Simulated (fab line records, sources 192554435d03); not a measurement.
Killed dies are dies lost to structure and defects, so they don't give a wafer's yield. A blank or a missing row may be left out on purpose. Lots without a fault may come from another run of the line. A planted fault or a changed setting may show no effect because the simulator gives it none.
Split-lot experiment | flow n5_finfet | 7 lots, 39 wafers read, on a route of 1938 steps

THE SPLIT
At N5_FIN_SAQP_MANDREL_ETCH_22 (etches a-Si in HBr/Cl2, stops on SiNx, target depth 60 nm, bt time 10 s, time 30 s), the setting icp_w was moved away from the recipe's 800 W on 12 of the 39 wafers read, by -12.9% to +13.0%. The other wafers ran this setting at the recipe's value.

The reading is taken at the split's own step.

THE READING
SOC_of_FIN_SAQP_COAT_49.thk_nm (the simulator's own value, which no gauge read), in nm, at N5_FIN_SAQP_MANDREL_ETCH_22 (etches a-Si in HBr/Cl2, stops on SiNx, target depth 60 nm, bt time 10 s, time 30 s). The file gives no usual value for it. The 27 wafers here that ran the recipe average 75.90 nm, standard deviation 0.35 nm.

wafer  | tool, chamber at the split | icp_w as run, W | against the recipe | SOC_of_FIN_SAQP_COAT_49.thk_nm, nm | against lot-mates on the recipe
L075.1 | rie_si-04, 0               | 800             | recipe             | 76                                 | -
L075.2 | rie_si-04, 1               | 800             | recipe             | 75.84                              | -
L075.3 | rie_si-04, 2               | 800             | recipe             | 76.02                              | -
L075.4 | rie_si-04, 3               | 800             | recipe             | 76.22                              | -
L075.6 | rie_si-04, 3               | 800             | recipe             | 76.22                              | -
L075.5 | rie_si-04, 0               | 800             | recipe             | 75.78                              | -
L078.2 | rie_si-02, 2               | 800             | recipe             | 76.09                              | -
L078.3 | rie_si-02, 0               | 800             | recipe             | 75.78                              | -
L078.5 | rie_si-02, 2               | 800             | recipe             | 76.12                              | -
L082.1 | rie_si-02, 0               | 903.9           | +13.0%             | 74.47                              | -0.94
L082.2 | rie_si-02, 2               | 903.9           | +13.0%             | 73.83                              | -1.58
L082.3 | rie_si-02, 3               | 800             | recipe             | 75.87                              | -
L082.4 | rie_si-02, 1               | 903.9           | +13.0%             | 74.1                               | -1.31
L082.5 | rie_si-02, 2               | 800             | recipe             | 75.09                              | -
L082.6 | rie_si-02, 1               | 800             | recipe             | 75.28                              | -
L083.1 | rie_si-02, 1               | 800             | recipe             | 76.1                               | -
L083.2 | rie_si-02, 2               | 800             | recipe             | 75.39                              | -
L083.3 | rie_si-02, 3               | 871.3           | +8.9%              | 74.99                              | -0.80
L083.4 | rie_si-02, 0               | 871.3           | +8.9%              | 74.81                              | -0.98
L083.5 | rie_si-02, 0               | 800             | recipe             | 75.88                              | -
L083.6 | rie_si-02, 3               | 871.3           | +8.9%              | 75.31                              | -0.48
L085.1 | rie_si-02, 2               | 800             | recipe             | 75.38                              | -
L085.2 | rie_si-02, 0               | 800             | recipe             | 75.85                              | -
L085.3 | rie_si-02, 1               | 800             | recipe             | 75.93                              | -
L085.4 | rie_si-02, 3               | 800             | recipe             | 76.06                              | -
L085.5 | rie_si-02, 3               | 800             | recipe             | 76.12                              | -
L085.6 | rie_si-02, 2               | 800             | recipe             | 75.71                              | -
L087.1 | rie_si-02, 3               | 696.7           | -12.9%             | 77.62                              | +1.93
L087.2 | rie_si-02, 1               | 800             | recipe             | 75.59                              | -
L087.3 | rie_si-02, 2               | 800             | recipe             | 75.66                              | -
L087.4 | rie_si-02, 0               | 696.7           | -12.9%             | 77.2                               | +1.51
L087.5 | rie_si-02, 1               | 800             | recipe             | 75.83                              | -
L087.6 | rie_si-02, 0               | 696.7           | -12.9%             | 76.92                              | +1.23
L093.1 | rie_si-04, 1               | 854.1           | +6.8%              | 75.39                              | -1.08
L093.2 | rie_si-04, 0               | 854.1           | +6.8%              | 75.76                              | -0.71
L093.3 | rie_si-04, 3               | 800             | recipe             | 76.28                              | -
L093.4 | rie_si-04, 2               | 800             | recipe             | 76.6                               | -
L093.5 | rie_si-04, 1               | 854.1           | +6.8%              | 75.52                              | -0.95
L093.6 | rie_si-04, 2               | 800             | recipe             | 76.53                              | -

THE FIT
A straight line over all 39 wafers: SOC_of_FIN_SAQP_COAT_49.thk_nm changes by -0.11 nm for each +1% of icp_w; r = -0.88; the points scatter about the line by 0.36 nm.
The same after taking each lot's own level away (the mean of its wafers on the recipe; 39 wafers): -0.108 nm for each +1%; r = -0.93; scatter 0.25 nm.
On that fit, the largest move of icp_w shifts the reading by 1.4 nm.
The lots' own levels span 75.413 to 76.470 nm, that is 3.0 times the standard deviation above.
So the lot-to-lot level changes the slope little: the two slopes agree.
Check: with one of the wafers moved furthest among these (+13.0%) left out of the fit, the line predicts -1.45 nm for it against its lot-mates. It came out at -0.943 nm against them.

THE FILE'S OWN FIT
SOC_of_FIN_SAQP_COAT_49.thk_nm changes by -0.108 nm for each +1% of icp_w, r = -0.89.
